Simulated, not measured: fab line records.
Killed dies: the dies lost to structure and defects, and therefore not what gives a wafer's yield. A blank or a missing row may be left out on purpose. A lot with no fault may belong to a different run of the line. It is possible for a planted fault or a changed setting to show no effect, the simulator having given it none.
Comparing a struck lot with a sound one -- flow n5Finfet -- 18 out of 1938 route steps
Sound: wafers L889.2, L889.3, L889.5. Wafers L895.3, L895.6 were the ones struck. The cause is given at the end.
Order at every step that has rows: each side's tool, ch and its chambers, its first start. Under that, the readings that differ: sound wafers -- struck wafers -- difference of the means -- sigmas: that difference in standard deviations of wafers without a fault.
alike: words and numbers the same on both sides, and readings whose means are apart by under 2 such deviations; not compared: readings that were withheld, readings missing a value for some wafer, numbers with overlapping values and no deviation given by the record, and bounds like >300 which may hide the same value.
A row with sigmas, a row that says differs or no value, or rows on one side alone: a step with any of these is where the two part. Non-overlapping numbers with no deviation appear without sigmas and do not part them. A reading that every wafer of one side lacks parts them only if that side has two wafers or more.

first, 7 steps without rows for these wafers: N5_FIN_SAQP_COAT_50 (time 60 s, resist thk 35 nm); N5_FIN_SAQP_COAT_10 (resist thk 90 nm); N5_FIN_SAQP_EBR_12; N5_FIN_SAQP_SOFTBAKE_11 (time 60 s); N5_FIN_SAQP_EXPOSE_13 (exposes mask FIN CORE, target cd 35.6 nm); N5_FIN_SAQP_PEB_14 (peb time 60 s); N5_FIN_SAQP_DEVELOP_15 (develop time 30 s).
N5_FIN_SAQP_CD_MEAS_16: the cd target is 35.6 nm.
  sound on cdSem-02 ch 0, day 2 04:19; struck on cdSem-01 ch 0, day 3 16:05
  alike: cdNm
N5_FIN_SAQP_OVL_MEAS_17:
  sound on overlay-02 ch 0, day 2 04:20; struck on overlay-01 ch 0, day 3 16:07
  alike: FIN_CORE_OVL
N5_FIN_SAQP_INSPECT_18: inspects for defects (brightfield).
  sound on defectInspect-01, day 2 04:22; struck on defectInspect-02, day 3 16:08
reading,sound,struck,difference,sigmas
rawDefectCount,745 615 938,506 502,-262,-2
N5_FIN_SAQP_DESCUM_21: chemistry O2, time 7.9 s.
  sound on rieDiel-03 ch 0,2,3, day 2 04:24; struck on rieDiel-03 ch 0,1, day 3 16:24
  alike: drypumpMotorCurrentA, oesProductAu, rfVppV, showerheadPlenumPTorr, throttleValvePct
  not compared: rfHoursCounterH
N5_FIN_SAQP_ETCH_51: etches SiARC in CF4, target depth 45.5 nm, time 75.8 s.
  sound on rieDiel-03 ch 0,2,3, day 2 04:26; struck on rieDiel-03 ch 0,1, day 3 16:26
  alike: drypumpMotorCurrentA, etchRfOnTimeS, oesProductAu, rfVppV, showerheadPlenumPTorr, throttleValvePct
  not compared: rfHoursCounterH
N5_FIN_SAQP_ETCH_52: etches SOC in N2/H2, target depth 100 nm, overetch 20 nm, time 150 s.
  sound on rieDiel-03 ch 0,2,3, day 2 04:29; struck on rieDiel-03 ch 0,1, day 3 16:29
reading,sound,struck,difference,sigmas
model.SiARC_of_FIN_SAQP_COAT_50.thkNm (nm),28.81 28.82 29.15,25.77 25.97,-3.06,
  alike: drypumpMotorCurrentA, oesProductAu, rfVppV, showerheadPlenumPTorr, throttleValvePct
  not compared: rfHoursCounterH
then, 1 step without rows for these wafers: N5_FIN_SAQP_STRIP_53 (strips in N2/H2).
N5_FIN_SAQP_HM_OPEN_73: chemistry CHF3/O2, target SiO2, stops on a-Si, target depth 12 nm, time 16.8 s.
  sound on rieDiel-03 ch 0,2,3, day 2 04:36; struck on rieDiel-03 ch 0,1, day 3 16:36
reading,sound,struck,difference,sigmas
model.SiARC_of_FIN_SAQP_COAT_50.thkNm (nm),4.746 5.187 5.522,2.113 2.302,-2.944,
  alike: drypumpMotorCurrentA, oesProductAu, rfVppV, showerheadPlenumPTorr, throttleValvePct
  not compared: rfHoursCounterH
then, 1 step without rows for these wafers: N5_FIN_SAQP_STRIP_74 (strips in CHF3/O2).
-- the record jumps here: 6 days lie between the struck wafers' starts before and after (it left off in module FIN_SAQP and takes up again in module BEOL_M4, whose first step shown is number 1111 of the route) --
N5_BEOL_M4_RC_MEAS_101:
  sound on prober-02 ch 0, day 8 11:28; struck on prober-02 ch 0, day 10 01:55
  alike: DIBL_N, DIBL_P, IOFF_N, IOFF_P, ION_N, ION_P, SS_N, SS_P, VT_N, VT_P
-- here the record skips 5 days between the struck wafers' starts before and after, leaving off in module BEOL_M4 and picking up in module PASSIVATION (first step shown: number 1936 of the route) --
N5_PASSIVATION_PROBE_49:
  the record has rows for the struck wafers here (prober-02, day 14 15:44) and none for the sound ones

== WHERE THEY PART ==
Earliest at N5_FIN_SAQP_INSPECT_18; latest, in this record, at N5_PASSIVATION_PROBE_49.

WHY: whatever the simulator had introduced
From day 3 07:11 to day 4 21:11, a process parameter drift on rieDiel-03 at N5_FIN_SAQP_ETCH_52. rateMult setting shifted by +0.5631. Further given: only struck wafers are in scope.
